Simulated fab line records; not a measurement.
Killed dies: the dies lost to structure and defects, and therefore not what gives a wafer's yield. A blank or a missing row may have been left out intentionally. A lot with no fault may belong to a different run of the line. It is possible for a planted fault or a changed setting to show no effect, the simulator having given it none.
Which tool did it? :: flow n5Finfet :: Sampling: 12 lots, 36 wafers, 6 of 1938 route steps

## WHAT THE GAUGES READ, wafer by wafer
N5_BEOL_M2_THK_MEAS_01.
lot: L075
measured: day 6 19:53
on: filmMetro-02
M2_ILD_THK (nm): 77.9 78.1 78.4

lot: L077
measured: day 7 06:41
on: filmMetro-02
M2_ILD_THK (nm): 76.9 77.5 77.8

lot: L079
measured: day 7 12:40
on: filmMetro-02
M2_ILD_THK (nm): 78.8 79.1 77.5

lot: L081
measured: day 8 01:01
on: filmMetro-02
M2_ILD_THK (nm): 76.6 78.2 77.0

lot: L083
measured: day 9 03:32
on: filmMetro-02
M2_ILD_THK (nm): 78.0 79.0 79.1

lot: L085
measured: day 9 05:29
on: filmMetro-02
M2_ILD_THK (nm): 78.6 78.4 78.1

lot: L087
measured: day 9 20:24
on: filmMetro-02
M2_ILD_THK (nm): 79.6 80.3 79.5

lot: L089
measured: day 10 13:29
on: filmMetro-01
M2_ILD_THK (nm): 78.3 77.3 78.9

lot: L091
measured: day 10 17:32
on: filmMetro-01
M2_ILD_THK (nm): 78.1 79.9 78.8

lot: L093
measured: day 11 04:58
on: filmMetro-01
M2_ILD_THK (nm): 76.7 78.6 80.1

lot: L095
measured: day 11 22:47
on: filmMetro-01
M2_ILD_THK (nm): 80.7 79.4 79.6

lot: L097
measured: day 12 03:18
on: filmMetro-02
M2_ILD_THK (nm): 76.0 78.4 77.9

## TOOL THAT RAN EACH LOT (tool first, then ch and the chambers of the sampled wafers, then the start)
lot: L075
N5_BEOL_M1_ALD_84: aldMetal-02 ch 0,1,3, day 6 16:20
N5_BEOL_M1_SPUTTER_48: pvdSputter-02, day 6 16:53
N5_BEOL_M1_SPUTTER_86: pvdSputter-02, day 6 17:33
N5_BEOL_M1_SPUTTER_90: pvdSputter-02, day 6 17:59
N5_BEOL_M1_SPUTTER_92: pvdSputter-02, day 6 18:13

lot: L077
N5_BEOL_M1_ALD_84: aldMetal-02 ch 0,1,3, day 7 01:47
N5_BEOL_M1_SPUTTER_48: pvdSputter-03, day 7 03:41
N5_BEOL_M1_SPUTTER_86: pvdSputter-03, day 7 04:20
N5_BEOL_M1_SPUTTER_90: pvdSputter-03, day 7 04:47
N5_BEOL_M1_SPUTTER_92: pvdSputter-03, day 7 05:00

lot: L079
N5_BEOL_M1_ALD_84: aldMetal-02 ch 0,1,3, day 7 09:01
N5_BEOL_M1_SPUTTER_48: pvdSputter-03, day 7 09:43
N5_BEOL_M1_SPUTTER_86: pvdSputter-03, day 7 10:23
N5_BEOL_M1_SPUTTER_90: pvdSputter-03, day 7 10:49
N5_BEOL_M1_SPUTTER_92: pvdSputter-03, day 7 11:02

lot: L081
N5_BEOL_M1_ALD_84: aldMetal-02 ch 1,3, day 7 20:32
N5_BEOL_M1_SPUTTER_48: pvdSputter-03, day 7 22:02
N5_BEOL_M1_SPUTTER_86: pvdSputter-03, day 7 22:41
N5_BEOL_M1_SPUTTER_90: pvdSputter-03, day 7 23:08
N5_BEOL_M1_SPUTTER_92: pvdSputter-03, day 7 23:21

lot: L083
N5_BEOL_M1_ALD_84: aldMetal-01 ch 0,1,2, day 8 23:41
N5_BEOL_M1_SPUTTER_48: pvdSputter-03, day 9 00:20
N5_BEOL_M1_SPUTTER_86: pvdSputter-03, day 9 01:00
N5_BEOL_M1_SPUTTER_90: pvdSputter-03, day 9 01:26
N5_BEOL_M1_SPUTTER_92: pvdSputter-03, day 9 01:40

lot: L085
N5_BEOL_M1_ALD_84: aldMetal-02 ch 1,2,3, day 9 00:58
N5_BEOL_M1_SPUTTER_48: pvdSputter-03, day 9 02:11
N5_BEOL_M1_SPUTTER_86: pvdSputter-03, day 9 02:50
N5_BEOL_M1_SPUTTER_90: pvdSputter-03, day 9 03:17
N5_BEOL_M1_SPUTTER_92: pvdSputter-03, day 9 03:30

lot: L087
N5_BEOL_M1_ALD_84: aldMetal-03 ch 0,2, day 9 16:57
N5_BEOL_M1_SPUTTER_48: pvdSputter-02, day 9 17:27
N5_BEOL_M1_SPUTTER_86: pvdSputter-02, day 9 18:07
N5_BEOL_M1_SPUTTER_90: pvdSputter-02, day 9 18:33
N5_BEOL_M1_SPUTTER_92: pvdSputter-02, day 9 18:46

lot: L089
N5_BEOL_M1_ALD_84: aldMetal-02 ch 0,1,2, day 10 09:56
N5_BEOL_M1_SPUTTER_48: pvdSputter-03, day 10 10:33
N5_BEOL_M1_SPUTTER_86: pvdSputter-03, day 10 11:13
N5_BEOL_M1_SPUTTER_90: pvdSputter-03, day 10 11:39
N5_BEOL_M1_SPUTTER_92: pvdSputter-03, day 10 11:52

lot: L091
N5_BEOL_M1_ALD_84: aldMetal-01 ch 0,2,3, day 10 13:48
N5_BEOL_M1_SPUTTER_48: pvdSputter-02, day 10 14:33
N5_BEOL_M1_SPUTTER_86: pvdSputter-02, day 10 15:13
N5_BEOL_M1_SPUTTER_90: pvdSputter-02, day 10 15:39
N5_BEOL_M1_SPUTTER_92: pvdSputter-02, day 10 15:52

lot: L093
N5_BEOL_M1_ALD_84: aldMetal-02 ch 2,3, day 11 01:25
N5_BEOL_M1_SPUTTER_48: pvdSputter-03, day 11 01:52
N5_BEOL_M1_SPUTTER_86: pvdSputter-03, day 11 02:35
N5_BEOL_M1_SPUTTER_90: pvdSputter-03, day 11 03:04
N5_BEOL_M1_SPUTTER_92: pvdSputter-03, day 11 03:18

lot: L095
N5_BEOL_M1_ALD_84: aldMetal-01 ch 0,2,3, day 11 19:19
N5_BEOL_M1_SPUTTER_48: pvdSputter-03, day 11 19:51
N5_BEOL_M1_SPUTTER_86: pvdSputter-03, day 11 20:31
N5_BEOL_M1_SPUTTER_90: pvdSputter-03, day 11 20:57
N5_BEOL_M1_SPUTTER_92: pvdSputter-03, day 11 21:10

lot: L097
N5_BEOL_M1_ALD_84: aldMetal-02 ch 1,2,3, day 11 22:26
N5_BEOL_M1_SPUTTER_48: pvdSputter-02, day 12 00:21
N5_BEOL_M1_SPUTTER_86: pvdSputter-02, day 12 01:01
N5_BEOL_M1_SPUTTER_90: pvdSputter-02, day 12 01:27
N5_BEOL_M1_SPUTTER_92: pvdSputter-02, day 12 01:40
- N5_BEOL_M1_ALD_84: deposits TaN, pulse time 2 s, purge time 3 s, co reactant purge time 2 s.
- N5_BEOL_M1_SPUTTER_48: material Cu, target thk 4.5 nm, time 8.29 s.
- N5_BEOL_M1_SPUTTER_86: material Cu, target thk 4.5 nm, time 8.29 s.
- N5_BEOL_M1_SPUTTER_90: material Cu, target thk 4.5 nm, time 8.29 s.
- N5_BEOL_M1_SPUTTER_92: material Cu, target thk 4.5 nm, time 8.29 s.

## THE ANSWER, worked out from the rows above alone
Rule: usual is defined by the lots themselves. The widest of any qualifying gaps counts: lots, ordered by their means at a reading, are off when they make up no more than a third of the lots, leave a main group of 4 or more, and stand apart from it by 3 or more times the standard deviation of that group's means. A main group whose means are all the same, to the digits that the tables above print for the reading, isn't used. Also off: a lot with no number at a reading for which 4 or more lots have one. Where the step has rows for the other lots, those lots are counted as sound.
No lot is off at any reading shown: from this, nothing can be told.

## WHAT WAS PUT IN BY THE SIMULATOR
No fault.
